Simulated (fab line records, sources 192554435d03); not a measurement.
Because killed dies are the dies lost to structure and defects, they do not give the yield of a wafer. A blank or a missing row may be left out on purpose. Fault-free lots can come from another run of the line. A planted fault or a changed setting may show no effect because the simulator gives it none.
Problem report in the 8D (eight disciplines) form, filled by code | flow n5Finfet | the parts of the form that need people (team, actions taken, sign-off) are left out

1. WHAT WENT WRONG
runLengthS at N5_BEOL_M4_COAT_61 reads a mean of 70.20 s on 1 wafer of 1 lot; wafers without a fault read 66.04 s with a standard deviation of 0.23. That puts it +18 standard deviations away from the usual mean.
The step: time 60 s, resist thk 60 nm.
Seen first at day 10 23:27 on lithoTrack-05, wafer L231.5. At this step, 33 wafers from 11 lots have a number in the record. The rule behind "out" and "out of limits": a value lying over 4 standard deviations away from the usual mean. All remaining wafers that have a number are taken as sound.

2. WHAT THIS IS AND IS NOT
question                    | is                | is not
which readings at this step | runLengthS        | resistLineTempC
which lots                  | L231              | L221, L223, L226, L233, L234, L235, L236, L237, L241, L243
which wafers of those lots  | L231.5            | L231.1, L231.4
read on which tools         | lithoTrack-05     | lithoTrack-02, lithoTrack-04
when                        | from day 10 23:27 | up to then (11 sound wafers); but 21 sound wafers of L233, L234, L235, L236, L237, L241, L243 came after

3. SUSPECTS, AND WHAT RULES EACH OUT
Counting: any tool at a process step up to the reading remains a suspect provided it ran every lot that is out. Sound lots after the first of them don't rule it out here, since some wafers of a struck lot are sound.
- pvdSputter-03 at N5_BEOL_M3_ANNEAL_93 (time 240 s): kept. It ran the lot that is out, L231 (day 10 19:29).
- pvdSputter-01 at N5_BEOL_M4_HM_DEP_02 (deposits TiN, target thk 20 nm): kept. It processed L231, the lot that is out, at day 10 23:19, and its most recent sound lot before then was L223 at day 8 21:10.
- lithoTrack-05 at N5_BEOL_M4_COAT_61 (time 60 s, resist thk 60 nm): kept. It processed L231, the lot that is out, at day 10 23:27, and its most recent sound lot before then was L221 at day 8 01:12. Its own runLengthS readings are out on those wafers.
Left after counting: pvdSputter-03 at N5_BEOL_M3_ANNEAL_93, pvdSputter-01 at N5_BEOL_M4_HM_DEP_02, lithoTrack-05 at N5_BEOL_M4_COAT_61.

4. THE CAUSE (what the simulator had put in)
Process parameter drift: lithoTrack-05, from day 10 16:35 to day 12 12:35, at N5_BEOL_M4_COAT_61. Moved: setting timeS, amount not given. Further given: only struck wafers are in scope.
Counting leaves 3 suspects; this tool is one of them.

5. THE CHAIN OF EFFECTS, in route order
Each row: a reading whose mean over the struck wafers that have a number lies more than 3 standard deviations from the usual. Only readings for which the record gives a usual standard deviation are gone through. hours: the time from each lot's start at the first step in this table that gives one to its start at this step, as a median over the lots. sigmas: the change in usual standard deviations.
hours | step               | reading    | usual   | on struck wafers | change | sigmas
0     | N5_BEOL_M4_COAT_61 | runLengthS | 66.04 s | 70.20            | +4.16  | +18
Here are the process steps it includes:
- N5_BEOL_M4_COAT_61: time 60 s, resist thk 60 nm.
At these later measuring or inspecting steps, every struck wafer for which the step has a row has a number for every such reading, and none has moved that far: N5_BEOL_M4_RC_MEAS_101.

6. HOW IT WOULD HAVE BEEN CAUGHT EARLIER
7 hours passed between the start of the fault at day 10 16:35 and the first reading out of limits in this record, taken at day 10 23:27.
